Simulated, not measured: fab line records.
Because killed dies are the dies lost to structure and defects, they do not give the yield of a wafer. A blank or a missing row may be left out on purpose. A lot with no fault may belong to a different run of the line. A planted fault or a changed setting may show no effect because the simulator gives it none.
Which tool is to blame? :: flow nand harc :: 18 wafers from 6 lots sampled at 4 of the route's 1159 steps

== WHAT THE GAUGES SHOWED, per wafer ==
NHARC_A_M1_CD_MEAS_09 targets a cd of 120 nm.
lot: L755
measured: day 18 03:29
on: cd sem-03
cd nm (nm): 120.1 120.4 120.2

lot: L761
measured: day 20 03:18
on: cd sem-02
cd nm (nm): 120.5 119.9 120.2

lot: L766
measured: day 21 11:26
on: cd sem-02
cd nm (nm): 120.7 119.8 119.3

lot: L770
measured: day 22 09:13
on: cd sem-03
cd nm (nm): 119.9 120.2 120.8

lot: L774
measured: day 23 05:11
on: cd sem-01
cd nm (nm): 89.0 88.5 89.3

lot: L773
measured: day 23 10:47
on: cd sem-03
cd nm (nm): 120.0 119.4 119.5

== EACH LOT AND THE TOOL THAT RAN IT (in order: tool; ch and the chambers of the sampled wafers; start) ==
lot: L755
NHARC_A_M0_PRE_CLEAN_29: pvd sputter-02, day 18 03:24 or earlier
NHARC_A_M0_PVD_20: pvd sputter-02, day 18 03:24 or earlier
NHARC_A_M1_PEB_07: litho track-01 ch 0, day 18 03:24

lot: L761
NHARC_A_M0_PRE_CLEAN_29: pvd sputter-03, day 20 03:13 or earlier
NHARC_A_M0_PVD_20: pvd sputter-03, day 20 03:13 or earlier
NHARC_A_M1_PEB_07: litho track-01 ch 0, day 20 03:13

lot: L766
NHARC_A_M0_PRE_CLEAN_29: pvd sputter-01, day 21 11:21 or earlier
NHARC_A_M0_PVD_20: pvd sputter-01, day 21 11:21 or earlier
NHARC_A_M1_PEB_07: litho track-01 ch 0, day 21 11:21

lot: L770
NHARC_A_M0_PRE_CLEAN_29: pvd sputter-01, day 22 09:08 or earlier
NHARC_A_M0_PVD_20: pvd sputter-01, day 22 09:08 or earlier
NHARC_A_M1_PEB_07: litho track-01 ch 0, day 22 09:08

lot: L774
NHARC_A_M0_PRE_CLEAN_29: pvd sputter-02, day 23 05:06 or earlier
NHARC_A_M0_PVD_20: pvd sputter-02, day 23 05:06 or earlier
NHARC_A_M1_PEB_07: litho track-06 ch 0, day 23 05:06

lot: L773
NHARC_A_M0_PRE_CLEAN_29: pvd sputter-01, day 23 10:42 or earlier
NHARC_A_M0_PVD_20: pvd sputter-01, day 23 10:42 or earlier
NHARC_A_M1_PEB_07: litho track-04 ch 0, day 23 10:42
- NHARC_A_M0_PRE_CLEAN_29: time 30 s.
- NHARC_A_M0_PVD_20: deposits TaN, target thk 5 nm, time 8.06 s.
- NHARC_A_M1_PEB_07: peb time 65 s.

== THE ANSWER, worked out from the rows above alone ==
Rule: the lots themselves supply what counts as usual. Put in order of their means at a reading, lots are off if they are a third of the lots or fewer, leave a main group of 4 or more, and stand apart from it by a gap of 3 or more times the standard deviation of the main group's means; of several such gaps the widest counts. The tables above print the reading to a certain number of digits; a main group whose means all agree to those digits is not used. Also off: a lot with no number at a reading for which 4 or more lots have one. The other lots that the step has rows for count as sound.
Off: L774, at NHARC_A_M1_CD_MEAS_09 (cd nm). Main group: mean 120.1 nm, sd 0.25.
A tool fits if, at a process step before that reading, it ran every lot that is off, and no sound lot after the first of them. Gauges at NHARC_A_M1_CD_MEAS_09: tried the same way as those tools. NHARC_A_M0_PRE_CLEAN_29: start missing for some lots; hours and lot order therefore follow NHARC_A_M1_PEB_07. NHARC_A_M0_PVD_20: start missing for some lots; hours and lot order therefore follow NHARC_A_M1_PEB_07. Can't be told from this: 3 tools fit, pvd sputter-02 at NHARC_A_M0_PRE_CLEAN_29 and NHARC_A_M0_PVD_20, litho track-06 at NHARC_A_M1_PEB_07, cd sem-01 at NHARC_A_M1_CD_MEAS_09.

== WHAT THE SIMULATOR HAD PUT IN ==
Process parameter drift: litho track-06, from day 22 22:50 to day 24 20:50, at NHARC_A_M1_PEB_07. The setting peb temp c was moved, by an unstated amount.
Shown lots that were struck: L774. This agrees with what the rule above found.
